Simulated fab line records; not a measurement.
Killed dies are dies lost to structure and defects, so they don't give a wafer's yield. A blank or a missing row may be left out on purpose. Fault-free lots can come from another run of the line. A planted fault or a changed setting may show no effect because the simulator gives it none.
Struck lot and sound lot, side by side || flow n5_finfet || 37 out of 1938 route steps
Sound: the wafers L956.1, L956.4, L956.5. The struck wafers were L947.2, L947.3, L947.6. The cause is named last.
At each step with rows: each side's tool, then ch and its chambers, then its first start. Under that, the readings that differ: sound wafers || struck wafers || difference of the means || sigmas: that difference in standard deviations of wafers without a fault.
alike: words and numbers the same on both sides, and readings whose means are apart by under 2 such deviations; not compared: readings that were withheld, readings missing a value for some wafer, numbers with overlapping values and no deviation given by the record, and bounds like >300 which may hide the same value.
Wherever a step has rows on one side only, a row that says differs or no value, or a row with sigmas, the two part there. When numbers do not overlap yet have no deviation, they are printed without sigmas and do not part them. Lack of a reading on every wafer of one side parts them only where that side has two or more wafers.

first, 9 steps without rows for these wafers: N5_BEOL_M6_SURFACE_TREAT_79; N5_BEOL_M6_CVD_78 (deposits Co from CCTBA/H2, target thk 2 nm, time 142.3 s); N5_BEOL_M6_SPUTTER_48 (material Cu, target thk 10 nm, time 1.667 s); N5_BEOL_M6_ECD_50 (material Cu, target thk 300 nm); N5_BEOL_M6_ANNEAL_51 (time 90 s); N5_BEOL_M6_CMP_52 (polishes, stops on SiCOH lowk, t overpolish 6.9 s, target thk 80 nm); N5_BEOL_M6_PRE_CLEAN_55 (time 15 s); N5_BEOL_M6_DEP_56 (deposits SiCN from 3MS/NH3, target thk 10 nm, time 17.5 s); N5_BEOL_M7_ILD_DEP_00 (deposits SiCOH lowk from DEMS/porogen, target thk 179.75 nm, time 33.4 s).
N5_BEOL_M7_CURE_74: cures SiCOH lowk, time 240 s.
  sound on uv_cure-02 ch 2, day 14 20:18; struck on uv_cure-03 ch 2, day 12 17:13
  no value came back on the struck wafers for lamp_power_pct (%), run_length_s (s), time_s (s), wafer_temp_C_max; on the sound wafers lamp_power_pct (%) reads 52.37 52.34 52.33
{"reading": "model.SiCOH_lowk_of_BEOL_M7_ILD_DEP_00.thk_nm (nm)", "sound": "153.8 155.8 155.6", "struck": "176.4 176.2 175.6", "difference": "+21.0", "sigmas": ""}
N5_BEOL_M7_THK_MEAS_01:
  sound on film_metro-01, day 14 20:49; struck on film_metro-01, day 12 17:39
{"reading": "M7_ILD_THK (nm)", "sound": "153.7 155.7 155.7", "struck": "176.5 176.2 175.6", "difference": "+21.1", "sigmas": "+10"}
then, 24 steps without rows for these wafers: N5_BEOL_M7_PECVD_70 (deposits SiO2 from TEOS/O2, target thk 20 nm, time 22.7 s); N5_BEOL_M7_HM_DEP_02 (deposits TiN, target thk 20 nm); N5_BEOL_M7_COAT_59 (time 60 s, resist thk 100 nm); N5_BEOL_M7_COAT_60 (time 60 s, resist thk 35 nm); N5_BEOL_M7_COAT_05 (resist thk 90 nm); N5_BEOL_M7_EBR_07; N5_BEOL_M7_SOFTBAKE_06 (time 60 s); N5_BEOL_M7_EXPOSE_08 (exposes mask M7); N5_BEOL_M7_PEB_09 (peb time 60 s); N5_BEOL_M7_DEVELOP_10 (develop time 30 s); N5_BEOL_M7_DESCUM_16 (chemistry O2, time 7.9 s); N5_BEOL_M7_ETCH_61 (etches SiARC in CF4, target depth 45.5 nm, time 75.8 s); N5_BEOL_M7_ETCH_62 (etches SOC in N2/H2, target depth 110 nm, overetch 22 nm, time 165 s); N5_BEOL_M7_STRIP_68 (strips in N2/H2); N5_BEOL_M7_STRIP_67 (strips in CF4); N5_BEOL_M7_HM_OPEN_17 (chemistry Cl2/BCl3, target TiN, target depth 20 nm, overetch 6 nm); N5_BEOL_M7_STRIP_19 (strips in O2); N5_BEOL_M7_COAT_63 (time 60 s, resist thk 60 nm); N5_BEOL_M7_COAT_64 (time 60 s, resist thk 12 nm); N5_BEOL_M7_COAT_71 (time 60 s, resist thk 5 nm); N5_BEOL_M7_COAT_22 (resist thk 30 nm); N5_BEOL_M7_EBR_24; N5_BEOL_M7_SOFTBAKE_23 (time 60 s); N5_BEOL_M7_EXPOSE_25 (exposes mask V6, target cd 40 nm).
N5_BEOL_M7_CMP_52: polishes, stops on SiCOH lowk, t overpolish 6.9 s, target thk 80 nm.
  sound on cmp-01 ch 1,3, day 15 05:08; struck on cmp-03 ch 1,2,3, day 13 02:15
{"reading": "model.SiCOH_lowk_of_BEOL_M7_ILD_DEP_00.thk_nm (nm)", "sound": "150.8 152.8 152.6", "struck": "173.4 173.2 172.6", "difference": "+21.0", "sigmas": ""}
  alike: motor_current_A
-- here the record skips 3 days between the struck wafers' starts before and after, leaving off in module BEOL_M7 and picking up in module PASSIVATION (first step shown: number 1936 of the route) --
N5_PASSIVATION_PROBE_49:
  sound on prober-01, day 19 00:34; struck on prober-02, day 16 11:13
  alike: defect_limited_yield, killed_at_M0_to_M3, killed_at_M4_up, killed_at_contacts, killed_at_front_end, killed_at_other, killed_dies, killed_open, killed_short, sort_bin_5_function, sort_bin_6_memory, sort_n_pass, sort_yield_pct

## WHERE THEY PART
At N5_BEOL_M7_CURE_74 first; at N5_BEOL_M7_THK_MEAS_01 last (within this record only). Later steps at which nothing parts them and some readings are alike: N5_BEOL_M7_CMP_52, N5_PASSIVATION_PROBE_49.

WHY: whatever the simulator had introduced
At N5_BEOL_M7_CURE_74, the step was skipped entirely on uv_cure-03 from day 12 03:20 on. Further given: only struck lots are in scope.
